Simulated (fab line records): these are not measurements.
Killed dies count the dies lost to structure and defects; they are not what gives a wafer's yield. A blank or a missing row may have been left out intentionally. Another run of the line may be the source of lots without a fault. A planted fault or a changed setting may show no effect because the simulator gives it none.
What tool caused it? ; flow n5-finfet ; 32 wafers from 11 lots sampled at 3 of the route's 1938 steps

WHAT THE GAUGES SHOWED, per wafer
N5_BEOL_M13_THK_MEAS_50: measures by xrf. Usual: M13_THK typically reads 423 nm, with standard deviation 7.6.
lot;measured;on;M13_THK (nm);flag
L460;day 11 06:37;film-metro-02;432 430 418;
L461;day 11 07:29;film-metro-02;432 430 426;
L462;day 11 10:09;film-metro-02;432 439 436;
L464;day 11 22:58;film-metro-01;410 417 412;
L467;day 12 12:43;film-metro-01;430 406 424;
L472;day 13 19:16;film-metro-02;413 421;
L474;day 14 01:10;film-metro-01;416 417 417;
L475;day 14 08:55;film-metro-02;432 420 442;
L478;day 16 06:52;film-metro-02;434 420 417;
L483;day 16 19:02;film-metro-01;430 423 414;
L482;day 17 20:02;film-metro-02;415 421 409;

TOOL THAT RAN EACH LOT (tool first, then ch and the chambers of the sampled wafers, then the start)
lot;N5_BEOL_M13_ETCH_38;N5_BEOL_M13_SPUTTER_45
L460;rie-diel-04 ch 0,3, day 11 02:53;pvd-sputter-01, day 11 05:44
L461;rie-diel-06 ch 1,2, day 11 06:02;pvd-sputter-01, day 11 06:37
L462;rie-diel-02 ch 0,1,3, day 11 08:05;pvd-sputter-03, day 11 09:17
L464;rie-diel-04 ch 0,1,3, day 11 21:14;pvd-sputter-03, day 11 22:05
L467;rie-diel-02 ch 0,1,3, day 12 09:23;pvd-sputter-02, day 12 09:52
L472;rie-diel-04 ch 1, day 13 17:37;pvd-sputter-01, day 13 18:23
L474;rie-diel-06 ch 0,1,2, day 13 23:46;pvd-sputter-02, day 14 00:18
L475;rie-diel-02 ch 0,1,2, day 14 07:05;pvd-sputter-02, day 14 07:41
L478;rie-diel-02 ch 0,1,3, day 16 05:17;pvd-sputter-02, day 16 05:59
L483;rie-diel-06 ch 1,2, day 16 17:17;pvd-sputter-03, day 16 18:10
L482;rie-diel-04 ch 0,1,3, day 17 18:35;pvd-sputter-02, day 17 19:04
- N5_BEOL_M13_ETCH_38: etches SiCN in CF4/N2, target depth 67.5 nm, time 71.9 s.
- N5_BEOL_M13_SPUTTER_45: material Cu, target thk 80 nm, time 13.33 s.

AS READ BY THE TOOLS THEMSELVES (means over the sampled wafers that have a number; for cases with no such wafer, the mark the record gives instead)
N5_BEOL_M13_ETCH_38. Usual: drypump-motor-current-A 5.6 A, standard deviation 0.35; oes-product-au 0.78 a.u., standard deviation 0.075; rf-vpp-V 382.5 V, standard deviation 1.5; showerhead-plenum-p-Torr 2.21 Torr, standard deviation 0.05; throttle-valve-pct 15.43 %, standard deviation 0.19.
lot;tool;drypump-motor-current-A (A);oes-product-au (a.u.);rf-vpp-V (V);showerhead-plenum-p-Torr (Torr);throttle-valve-pct (%);flag
L460;rie-diel-04;5.6;0.71;383.8;2.25;15.47;
L461;rie-diel-06;5.8;0.81;381.0;2.17;15.48;
L462;rie-diel-02;5.6;0.86;383.7;2.23;15.44;
L464;rie-diel-04;5.8;0.73;382.7;2.20;15.40;
L467;rie-diel-02;5.6;0.84;382.5;2.23;15.44;
L472;rie-diel-04;5.8;0.76;380.5;2.12;15.29;
L474;rie-diel-06;5.5;0.83;382.0;2.20;15.37;
L475;rie-diel-02;5.7;0.79;382.1;2.21;15.56;
L478;rie-diel-02;5.6;0.81;381.8;2.22;15.51;
L483;rie-diel-06;5.6;0.73;380.7;2.17;15.60;
L482;rie-diel-04;5.7;0.78;381.6;2.18;15.32;

N5_BEOL_M13_SPUTTER_45. Usual: chamber-pressure-pa 0.13 Pa, standard deviation 0.00027; throttle-valve-pct 30.2 %, standard deviation 1.1.
lot;tool;chamber-pressure-pa (Pa);throttle-valve-pct (%);flag
L460;pvd-sputter-01;0.13;29.5;
L461;pvd-sputter-01;0.13;29.8;
L462;pvd-sputter-03;0.13;30.5;
L464;pvd-sputter-03;0.13;29.6;
L467;pvd-sputter-02;0.13;29.9;
L472;pvd-sputter-01;0.13;28.9;
L474;pvd-sputter-02;0.13;30.7;
L475;pvd-sputter-02;0.13;30.8;
L478;pvd-sputter-02;0.13;30.5;
L483;pvd-sputter-03;0.13;29.1;
L482;pvd-sputter-02;0.13;30.6;

THE ANSWER, worked out from the rows above alone
Rule: take the mean of a lot's wafers that have a number; if it is more than 3 standard deviations from the usual mean, the lot is off. A lot without any number at a reading at which 4 lots or more have one is off too. All remaining lots with rows at the step are treated as sound. First the gauges in route order, then the tools' own readings, where a lot's mean is used as printed above. At the first step where some lot is off, the reading lying furthest off is the one used; lots without a number count as furthest.
None of the lots is off at any reading shown; this tells nothing.

WHAT THE SIMULATOR PUT IN
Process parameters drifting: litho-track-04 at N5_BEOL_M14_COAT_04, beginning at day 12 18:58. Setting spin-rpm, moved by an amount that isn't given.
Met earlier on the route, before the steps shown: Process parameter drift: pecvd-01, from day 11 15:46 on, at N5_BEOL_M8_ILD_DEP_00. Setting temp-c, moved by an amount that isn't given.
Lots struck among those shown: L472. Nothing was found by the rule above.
